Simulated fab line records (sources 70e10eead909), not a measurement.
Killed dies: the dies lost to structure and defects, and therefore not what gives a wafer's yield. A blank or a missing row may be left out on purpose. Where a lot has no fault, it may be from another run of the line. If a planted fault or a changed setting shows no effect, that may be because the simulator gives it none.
Problem report in the 8D (eight disciplines) form, filled by code	flow nandHarc	the parts of the form that need people (team, actions taken, sign-off) are left out

1. THE PROBLEM
NHARC_END_SORT_01, killedAtPeriphery: mean 602.3 on 3 wafers (1 lot); fault-free wafers 4.1, standard deviation 2.7. That is +99 or more standard deviations from the usual mean.
The first sign was on wafer L836.1 at day 31 13:25, on prober-01. The record holds 3 wafers of 1 lot with a number at this step. The rule behind "out" and "out of limits": a value lying over 4 standard deviations away from the usual mean. All remaining wafers that have a number are taken as sound.

2. WHAT THIS IS AND IS NOT
question	is	is not
which readings at this step	killedAtPeriphery, killedDies	killedAtOther, killedOpen, killedShort
which lots	L836	-
which wafers of those lots	all that have a number	-
read on which gauges	prober-01	-
when	from day 31 13:25	up to then (0 sound wafers)

3. SUSPECTS, AND WHAT RULES EACH OUT
Counting: a tool at any process step up to the reading remains a suspect when it ran all the lots that are out and ran no sound lot after the first of those.
- the gauge at NHARC_END_SORT_01: kept. All the wafers that are out were read on prober-01, and no step on other tools shows them out.
- lpcvd-01 at NHARC_P_STI_HM_DEP_30 (deposits Si3N4, target thk 80 nm, time 873 s): kept. It ran the lot that is out, L836 (day 9 08:29), and no sound lot after that.
Left after counting: lpcvd-01 at NHARC_P_STI_HM_DEP_30, prober-01 at NHARC_END_SORT_01.

4. THE CAUSE (what the simulator had put in)
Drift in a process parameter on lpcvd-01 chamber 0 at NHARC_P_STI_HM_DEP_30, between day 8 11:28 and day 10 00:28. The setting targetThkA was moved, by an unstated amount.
2 suspects survive the count, and this tool is in that group.

5. THE CHAIN OF EFFECTS, in route order
Each row: a reading whose mean over the struck wafers that have a number lies more than 3 standard deviations from the usual. Only readings for which the record gives a usual standard deviation are gone through. hours: the time from each lot's start at the first step in this table that gives one to its start at this step, as a median over the lots. sigmas: the change in usual standard deviations.
hours	step	reading	usual	on struck wafers	change	sigmas
0	NHARC_END_SORT_01	killedAtPeriphery	4.1	602.3	+598.2	+99 or more
0	NHARC_END_SORT_01	killedDies	58	677	+619	+34

6. HOW IT WOULD HAVE BEEN CAUGHT EARLIER
Counted from the fault's start at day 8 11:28, it took 554 hours until the first out-of-limits reading at a measuring or inspecting step in this record, taken at day 31 13:25.
All the lots that are out (1) had begun NHARC_P_STI_HM_DEP_30 on lpcvd-01 by day 31 13:25. Holding the tool at that point would not have protected any of them.
